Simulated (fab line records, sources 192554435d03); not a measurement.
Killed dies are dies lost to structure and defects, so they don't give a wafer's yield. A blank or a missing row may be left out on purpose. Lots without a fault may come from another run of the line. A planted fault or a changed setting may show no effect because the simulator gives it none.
Which tool did it? | flow n5_finfet | 11 lots, 33 wafers sampled, at 2 steps of a route of 1938

WHAT THE GAUGES READ, wafer by wafer
N5_MIM_BOT_LITHO_OVL_MEAS_11. Usual: MIM_BOT_OVL 0 nm, standard deviation 5.3.
lot  | measured     | on         | MIM_BOT_OVL (nm) | flag
L996 | day 12 13:17 | overlay-01 | -9 -13 -10       |
L995 | day 12 14:02 | overlay-02 | 1 2 4            |
L102 | day 13 18:59 | overlay-02 | 6 0 3            |
L107 | day 15 06:25 | overlay-02 | 14 7 4           |
L106 | day 15 06:15 | overlay-01 | 2 -5 -3          |
L108 | day 15 14:45 | overlay-02 | -1 -4 -2         |
L111 | day 16 01:26 | overlay-02 | -2 -3 -2         |
L113 | day 16 01:52 | overlay-02 | 3 6 7            |
L109 | day 16 02:08 | overlay-01 | -7 -5 -9         |
L115 | day 17 10:43 | overlay-02 | -7 -7 1          |
L118 | day 18 01:10 | overlay-02 | -3 1 -4          |

WHICH TOOL RAN EACH LOT (tool, then ch and the chambers of the sampled wafers, then the start)
lot  | N5_MIM_TOP_LITHO_DESCUM_10
L996 | rie_diel-04 ch 0,1,2, day 12 12:29
L995 | rie_diel-03 ch 1,2,3, day 12 13:22
L102 | rie_diel-03 ch 0,1,2, day 13 18:17
L107 | rie_diel-03 ch 0,1,2, day 15 05:19
L106 | rie_diel-03 ch 0,2,3, day 15 05:23
L108 | rie_diel-03 ch 0,2,3, day 15 13:45
L111 | rie_diel-02 ch 0,1,3, day 16 00:38
L113 | rie_diel-02 ch 0,2,3, day 16 01:11
L109 | rie_diel-03 ch 0,2,3, day 16 01:27
L115 | rie_diel-02 ch 0,2, day 17 09:53
L118 | rie_diel-02 ch 0,1,3, day 18 00:22
- N5_MIM_TOP_LITHO_DESCUM_10: chemistry O2, time 7.9 s.

WHAT THE TOOLS THEMSELVES READ (means of the sampled wafers that have a number; where no wafer has one, the mark that the record gives instead)
N5_MIM_TOP_LITHO_DESCUM_10. Usual: drypump_motor_current_A 5.8 A, standard deviation 0.44; oes_product_au 0.82 a.u., standard deviation 0.067; rf_vpp_V 243.2 V, standard deviation 1.3; showerhead_plenum_p_Torr 2.09 Torr, standard deviation 0.07; throttle_valve_pct 20.29 %, standard deviation 0.16.
lot  | tool        | drypump_motor_current_A (A) | oes_product_au (a.u.) | rf_vpp_V (V) | showerhead_plenum_p_Torr (Torr) | throttle_valve_pct (%) | flag
L996 | rie_diel-04 | 5.8                         | 0.84                  | 243.7        | 2.15                            | 20.28                  |
L995 | rie_diel-03 | 5.7                         | 0.84                  | 243.4        | 2.09                            | 20.36                  |
L102 | rie_diel-03 | 5.6                         | 0.86                  | 242.6        | 2.07                            | 20.32                  |
L107 | rie_diel-03 | 5.6                         | 0.84                  | 242.7        | 2.06                            | 20.33                  |
L106 | rie_diel-03 | 5.6                         | 0.83                  | 242.4        | 2.05                            | 20.29                  |
L108 | rie_diel-03 | 5.6                         | 0.82                  | 242.6        | 2.05                            | 20.29                  |
L111 | rie_diel-02 | 5.9                         | 0.87                  | 243.7        | 2.15                            | 20.16                  |
L113 | rie_diel-02 | 6.0                         | 0.83                  | 242.1        | 2.06                            | 20.26                  |
L109 | rie_diel-03 | 5.6                         | 0.83                  | 242.6        | 2.05                            | 20.29                  |
L115 | rie_diel-02 | 5.9                         | 0.75                  | 242.5        | 2.05                            | 20.42                  |
L118 | rie_diel-02 | 5.9                         | 0.84                  | 243.7        | 2.14                            | 20.20                  |

THE ANSWER, worked out from the rows above alone
Rule: a lot is off if the mean of its wafers that have a number lies more than 3 standard deviations from the usual mean. A lot without any number at a reading at which 4 lots or more have one is off too. The other lots that the step has rows for count as sound. The gauges are gone through in route order, then the tools' own readings, and for those a lot's mean is taken as printed above. The first step at which some lot is off is used, and at that step the reading that is off furthest; a lot without a number counts as furthest.
No lot is off at any reading shown: from this, nothing can be told.

WHAT THE SIMULATOR HAD PUT IN
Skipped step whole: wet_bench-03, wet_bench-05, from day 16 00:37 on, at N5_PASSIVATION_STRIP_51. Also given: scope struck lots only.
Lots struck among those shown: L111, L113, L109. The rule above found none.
